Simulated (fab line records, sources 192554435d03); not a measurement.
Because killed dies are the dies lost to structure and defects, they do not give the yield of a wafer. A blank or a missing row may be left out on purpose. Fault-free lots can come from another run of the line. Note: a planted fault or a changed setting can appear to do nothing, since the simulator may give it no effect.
Split-lot study    flow n5-finfet    route with 1938 steps; 7 lots, 21 wafers read

## ABOUT THE SPLIT
At N5_PASSIVATION_ETCH_15 (etches SiCN in CF4/N2, target depth 75 nm, time 81.2 s), the setting bias-w was moved away from the recipe's 70 W on 8 of the 21 wafers read, by -13.6% to +16.5%. The other wafers ran this setting at the recipe's value.

Reading taken at the split's own step.

## THE READING
rf-vpp-V, in V, at N5_PASSIVATION_ETCH_15 (etches SiCN in CF4/N2, target depth 75 nm, time 81.2 s). A value of 383.2 V with a standard deviation of 1.4 V is what fault-free wafers of this fab line usually give.

wafer   tool, chamber at the split  bias-w as run, W  against the recipe  rf-vpp-V, V  against lot-mates on the recipe
L076.1  rie-diel-02, 1              70                recipe              383.6        -
L076.5  rie-diel-02, 0              81.56             +16.5%              421.4        +37.4
L076.6  rie-diel-02, 1              70                recipe              384.3        -
L080.1  rie-diel-04, 0              76.73             +9.6%               406.7        +24.7
L080.2  rie-diel-04, 3              70                recipe              382.0        -
L080.6  rie-diel-04, 0              76.73             +9.6%               406.8        +24.8
L086.3  rie-diel-04, 1              70                recipe              384.9        -
L086.4  rie-diel-04, 1              70                recipe              386.0        -
L086.5  rie-diel-04, 3              62.48             -10.7%              356.2        -29.2
L091.1  rie-diel-02, 3              79.2              +13.1%              415.2        +31.5
L091.3  rie-diel-02, 2              70                recipe              385.2        -
L091.5  rie-diel-02, 0              70                recipe              382.2        -
L093.1  rie-diel-01, 2              70                recipe              381.6        -
L093.4  rie-diel-01, 3              70                recipe              381.7        -
L093.5  rie-diel-01, 2              70                recipe              382.1        -
L097.2  rie-diel-02, 2              70                recipe              385.6        -
L097.5  rie-diel-02, 0              70                recipe              382.9        -
L097.6  rie-diel-02, 1              70                recipe              384.3        -
L096.1  rie-diel-04, 2              60.48             -13.6%              346.1        no lot-mate on the recipe
L096.5  rie-diel-04, 3              60.48             -13.6%              348.4        no lot-mate on the recipe
L096.6  rie-diel-04, 0              60.48             -13.6%              349.3        no lot-mate on the recipe

THE FIT
A straight line over all 21 wafers: rf-vpp-V changes by +2.49 V for each +1% of bias-w; r = +1.00; the points scatter about the line by 1.6 V.
The same after taking each lot's own level away (the mean of its wafers on the recipe; 18 wafers): +2.46 V for each +1%; r = +1.00; scatter 1.3 V.
That fit puts the effect of the largest move of bias-w on the reading at 41 V.
Across the lots, their own levels run from 381.80 to 385.45 V, a range of 2.6 times the standard deviation given above.
So the lot-to-lot level changes the slope little: the two slopes agree.
Check: +42 V against its lot-mates is what the line predicts for one of the wafers moved furthest among these (+16.5%) when that wafer is left out of the fit. Against them it came out at +37.4 V.
Tool readings at the split's step, against how far the setting was moved: rf-vpp-V r = +1.00.

## FILE'S OWN FIT
rf-vpp-V changes by +2.43 V for each +1% of bias-w, r = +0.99.
